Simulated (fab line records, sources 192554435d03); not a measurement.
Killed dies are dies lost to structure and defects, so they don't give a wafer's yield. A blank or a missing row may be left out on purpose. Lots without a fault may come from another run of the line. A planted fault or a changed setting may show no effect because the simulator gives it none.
Which tool did it? | flow n5_finfet | 9 lots, 27 wafers sampled, at 3 steps of a route of 1938

WHAT THE GAUGES READ, wafer by wafer
N5_ILD0_THK_MEAS_08.
lot  | measured    | on            | thk_nm (nm)
L904 | day 4 07:59 | film_metro-01 | 140.0 139.6 140.9
L907 | day 5 05:40 | film_metro-02 | 139.0 139.2 139.9
L911 | day 6 08:50 | film_metro-01 | 139.5 140.0 138.9
L912 | day 6 17:56 | film_metro-02 | 138.8 138.5 138.4
L919 | day 8 00:22 | film_metro-01 | 197.2 196.9 196.6
L920 | day 8 10:01 | film_metro-01 | 197.5 198.1 198.5
L921 | day 8 18:17 | film_metro-01 | 196.8 197.7 196.3
L923 | day 9 04:28 | film_metro-01 | 138.1 138.4 138.4
L924 | day 9 07:12 | film_metro-02 | 138.6 139.3 139.1

WHICH TOOL RAN EACH LOT (tool, then ch and the chambers of the sampled wafers, then the start)
lot  | N5_SD_EPI_P_SD_RECESS_17        | N5_ILD0_CMP_07
L904 | rie_si-01 ch 0,1,3, day 3 23:53 | cmp-02 ch 0,1,2, day 4 07:46
L907 | rie_si-03 ch 0,1,3, day 4 22:20 | cmp-01 ch 0,3, day 5 05:23
L911 | rie_si-02 ch 1,2,3, day 6 01:25 | cmp-04 ch 1,2, day 6 08:32
L912 | rie_si-02 ch 2,3, day 6 10:58   | cmp-01 ch 1,3, day 6 17:39
L919 | rie_si-02 ch 1,2,3, day 7 17:29 | cmp-02 ch 2,3, day 8 00:07
L920 | rie_si-01 ch 0,3, day 8 01:14   | cmp-02 ch 0,1,2, day 8 09:43
L921 | rie_si-01 ch 1,2,3, day 8 10:23 | cmp-01 ch 1,3, day 8 18:01
L923 | rie_si-01 ch 2,3, day 8 20:46   | cmp-02 ch 0,1,2, day 9 04:17
L924 | rie_si-03 ch 2,3, day 9 00:23   | cmp-02 ch 0,2,3, day 9 07:01
- N5_SD_EPI_P_SD_RECESS_17: chemistry HBr/Cl2/O2, target depth 39.1 nm, bt time 3 s.
- N5_ILD0_CMP_07: polishes SiO2 flowable, stops on poly-Si, t overpolish 1.18 s, target thk 138.88 nm.

THE ANSWER, worked out from the rows above alone
Rule: what is usual is taken from the lots themselves. Put in order of their means at a reading, lots are off if they are a third of the lots or fewer, leave a main group of 4 or more, and stand apart from it by a gap of 3 or more times the standard deviation of the main group's means; of several such gaps the widest counts. A main group whose means are all the same, to the digits that the tables above print for the reading, isn't used. A lot without any number at a reading at which 4 lots or more have one is off too. The other lots that the step has rows for count as sound.
Off: L919, L920, L921, at N5_ILD0_THK_MEAS_08 (thk_nm). The main group: mean 139.1 nm, standard deviation 0.61.
A tool fits if, at a process step before that reading, it ran every lot that is off, and no sound lot after the first of them. The gauges at N5_ILD0_THK_MEAS_08 are tried like those tools. None of those tried fits.

WHAT THE SIMULATOR HAD PUT IN
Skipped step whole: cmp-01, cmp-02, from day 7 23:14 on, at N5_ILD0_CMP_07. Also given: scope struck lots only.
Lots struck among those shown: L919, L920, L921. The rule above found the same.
